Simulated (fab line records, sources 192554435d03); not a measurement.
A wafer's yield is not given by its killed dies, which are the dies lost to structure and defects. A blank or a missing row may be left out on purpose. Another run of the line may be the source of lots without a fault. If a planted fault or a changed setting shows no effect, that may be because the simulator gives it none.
Split-lot study / flow n5Finfet / 21 wafers read across 7 lots, on a route 1938 steps long

SPLIT DETAILS
At N5_MIM_TOP_LITHO_EXPOSE_05 (exposes mask MIM TOP, target cd 2000 nm), the setting doseMj was moved away from the recipe's 20.5 on 6 of the 21 wafers read, by -6.2% to +6.2%. This setting was run at the recipe's value on the other wafers.

FROM THE SPLIT TO THE READING: what the file shows between them, 3 steps
- N5_MIM_TOP_LITHO_PEB_06 (also split here: pebTimeS)
- N5_MIM_TOP_LITHO_DEVELOP_07: develop time 60 s
- N5_MIM_TOP_LITHO_HARDBAKE_09: time 120 s

THE READING
cdNm at N5_MIM_TOP_LITHO_CD_MEAS_08, given in nm (cd target 2000 nm). Typical for fault-free wafers on this fab line: 1999.9 nm, with standard deviation 1.3 nm.

wafer=L078.3; tool, chamber at the split=krfScanner-02, 0; doseMj as run=20.5; against the recipe=recipe; cdNm, nm=1994.8; against lot-mates on the recipe=-
wafer=L078.5; tool, chamber at the split=krfScanner-02, 0; doseMj as run=20.5; against the recipe=recipe; cdNm, nm=1993.9; against lot-mates on the recipe=-
wafer=L078.6; tool, chamber at the split=krfScanner-02, 0; doseMj as run=20.5; against the recipe=recipe; cdNm, nm=1998.4; against lot-mates on the recipe=-
wafer=L081.1; tool, chamber at the split=krfScanner-02, 0; doseMj as run=20.5; against the recipe=recipe; cdNm, nm=1999.9; against lot-mates on the recipe=-
wafer=L081.2; tool, chamber at the split=krfScanner-02, 0; doseMj as run=19.33; against the recipe=-5.7%; cdNm, nm=2011.1; against lot-mates on the recipe=+11.2
wafer=L081.4; tool, chamber at the split=krfScanner-02, 0; doseMj as run=19.33; against the recipe=-5.7%; cdNm, nm=2011.8; against lot-mates on the recipe=+11.9
wafer=L082.1; tool, chamber at the split=krfScanner-01, 0; doseMj as run=20.5; against the recipe=recipe; cdNm, nm=1999.5; against lot-mates on the recipe=-
wafer=L082.3; tool, chamber at the split=krfScanner-01, 0; doseMj as run=20.08; against the recipe=-2.0%; cdNm, nm=2004.7; against lot-mates on the recipe=+5.7
wafer=L082.6; tool, chamber at the split=krfScanner-01, 0; doseMj as run=20.5; against the recipe=recipe; cdNm, nm=1998.6; against lot-mates on the recipe=-
wafer=L083.2; tool, chamber at the split=krfScanner-01, 0; doseMj as run=20.5; against the recipe=recipe; cdNm, nm=2000.0; against lot-mates on the recipe=-
wafer=L083.5; tool, chamber at the split=krfScanner-01, 0; doseMj as run=20.5; against the recipe=recipe; cdNm, nm=2000.2; against lot-mates on the recipe=-
wafer=L083.6; tool, chamber at the split=krfScanner-01, 0; doseMj as run=20.5; against the recipe=recipe; cdNm, nm=2001.7; against lot-mates on the recipe=-
wafer=L084.1; tool, chamber at the split=krfScanner-02, 0; doseMj as run=20.5; against the recipe=recipe; cdNm, nm=1996.6; against lot-mates on the recipe=-
wafer=L084.3; tool, chamber at the split=krfScanner-02, 0; doseMj as run=20.5; against the recipe=recipe; cdNm, nm=1997.8; against lot-mates on the recipe=-
wafer=L084.5; tool, chamber at the split=krfScanner-02, 0; doseMj as run=20.5; against the recipe=recipe; cdNm, nm=1996.6; against lot-mates on the recipe=-
wafer=L096.2; tool, chamber at the split=krfScanner-02, 0; doseMj as run=20.5; against the recipe=recipe; cdNm, nm=2000.7; against lot-mates on the recipe=-
wafer=L096.3; tool, chamber at the split=krfScanner-02, 0; doseMj as run=21.78; against the recipe=+6.2%; cdNm, nm=1987.7; against lot-mates on the recipe=-13.0
wafer=L096.6; tool, chamber at the split=krfScanner-02, 0; doseMj as run=21.78; against the recipe=+6.2%; cdNm, nm=1990.4; against lot-mates on the recipe=-10.3
wafer=L097.2; tool, chamber at the split=krfScanner-02, 0; doseMj as run=19.22; against the recipe=-6.2%; cdNm, nm=2009.6; against lot-mates on the recipe=+10.7
wafer=L097.3; tool, chamber at the split=krfScanner-02, 0; doseMj as run=20.5; against the recipe=recipe; cdNm, nm=2000.3; against lot-mates on the recipe=-
wafer=L097.4; tool, chamber at the split=krfScanner-02, 0; doseMj as run=20.5; against the recipe=recipe; cdNm, nm=1997.5; against lot-mates on the recipe=-

THE FIT
A straight line over all 21 wafers: cdNm changes by -1.85 nm for each +1% of doseMj; r = -0.93; the points scatter about the line by 2.2 nm.
The same after taking each lot's own level away (the mean of its wafers on the recipe; 21 wafers): -1.9 nm for each +1%; r = -0.98; scatter 1.2 nm.
On that fit, the largest move of doseMj shifts the reading by 12 nm.
The lots' own levels span 1995.70 to 2000.70 nm, that is 3.8 times the standard deviation above.
Hence the lot-to-lot level has little effect on the slope; both slopes agree.
Check: for one of the wafers moved furthest among these (+6.2%), held out of the fit, the line's prediction against its lot-mates is -11.3 nm. It came out at -13 nm against them.

FURTHER SPLITS ON THESE WAFERS
Note: prior to the reading, these wafers also went through further splits. Each is held against what the fit with the lots' levels taken away leaves over:
other split on the same wafers=N5_BEOL_M15_EXPOSE_07 doseMj; wafers away from the commonest value=6; r with cdNm (lot level and that fit taken away)=+0.17
other split on the same wafers=N5_BEOL_M15_STRIP_64 pressureMtorr; wafers away from the commonest value=15; r with cdNm (lot level and that fit taken away)=+0.13
other split on the same wafers=N5_MIM_TOP_LITHO_PEB_06 pebTimeS; wafers away from the commonest value=as run: not given for these wafers; r with cdNm (lot level and that fit taken away)=-

THE WHOLE CHAIN: every reading that the file lists as answering this split, in the file's order
step=N5_MIM_TOP_LITHO_CD_MEAS_08; what it does=target cd 2000 nm; reading=cdNm; change (the file's fit)=-1.89 nm for each +1% of the setting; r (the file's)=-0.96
step=N5_MIM_TOP_LITHO_DESCUM_10; what it does=chemistry O2, time 7.9 s; reading=MIM_TOP_LITHO.cdNm (the simulator's own value, which no gauge read); change (the file's fit)=-1.91 nm for each +1% of the setting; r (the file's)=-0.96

FILE'S OWN FIT
cdNm changes by -1.89 nm for each +1% of doseMj, r = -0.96.
